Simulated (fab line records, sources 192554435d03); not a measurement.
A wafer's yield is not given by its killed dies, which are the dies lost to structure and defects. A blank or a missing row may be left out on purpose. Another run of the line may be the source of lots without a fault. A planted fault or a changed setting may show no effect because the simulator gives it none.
Chamber matching || flow n5-finfet || 4 sister chambers for N5_DUMMY_REMOVAL_HM_STRIP_01 on rie-diel-03
The step strips SiNx in CH3F/O2, stops on poly-Si, target depth 4 nm, time 6.8 s. 4 wafers are shown with their chamber, then 8 later ones without.

WAFERS, EACH WITH ITS CHAMBER
{"wafer": "L090.4", "chamber": 2, "throttle-valve-pct (%)": 16.46}
{"wafer": "L091.4", "chamber": 3, "throttle-valve-pct (%)": 15.94}
{"wafer": "L091.6", "chamber": 1, "throttle-valve-pct (%)": 16.40}
{"wafer": "L095.2", "chamber": 0, "throttle-valve-pct (%)": 16.20}

WAFERS MISSING THEIR CHAMBER
{"wafer": "L095.3", "throttle-valve-pct (%)": 16.48}
{"wafer": "L095.4", "throttle-valve-pct (%)": 15.97}
{"wafer": "L096.3", "throttle-valve-pct (%)": 16.47}
{"wafer": "L096.4", "throttle-valve-pct (%)": 15.97}
{"wafer": "L096.5", "throttle-valve-pct (%)": 16.41}
{"wafer": "L097.2", "throttle-valve-pct (%)": 16.19}
{"wafer": "L097.3", "throttle-valve-pct (%)": 15.97}
{"wafer": "L097.4", "throttle-valve-pct (%)": 16.49}

WHICH CHAMBER EACH WENT THROUGH
{"wafer": "L095.3", "from the rows above": 2, "in truth": 2}
{"wafer": "L095.4", "from the rows above": 3, "in truth": 3}
{"wafer": "L096.3", "from the rows above": 2, "in truth": 2}
{"wafer": "L096.4", "from the rows above": 3, "in truth": 3}
{"wafer": "L096.5", "from the rows above": "can't be placed: 1 or 2", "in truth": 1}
{"wafer": "L097.2", "from the rows above": 0, "in truth": 0}
{"wafer": "L097.3", "from the rows above": 3, "in truth": 3}
{"wafer": "L097.4", "from the rows above": 2, "in truth": 2}
Correctly placed: 7 of 8. These rows do not allow placing 1 (true chamber among the candidates in 1). Placed wrongly: 0.
How it was worked out, from the rows above alone: a wafer's distance from a chamber is the root of the sum, over the readings, of the square of ((its reading less the chamber's mean) divided by the reading's scatter). If the next closest chamber is less than 2 further off than the closest, the wafer can't be placed; otherwise it belongs to the closest. The mean given for a chamber averages the wafers shown for that chamber. The scatter: root of mean squared gap, hidden wafer to nearest shown wafer, with one shown wafer a chamber.
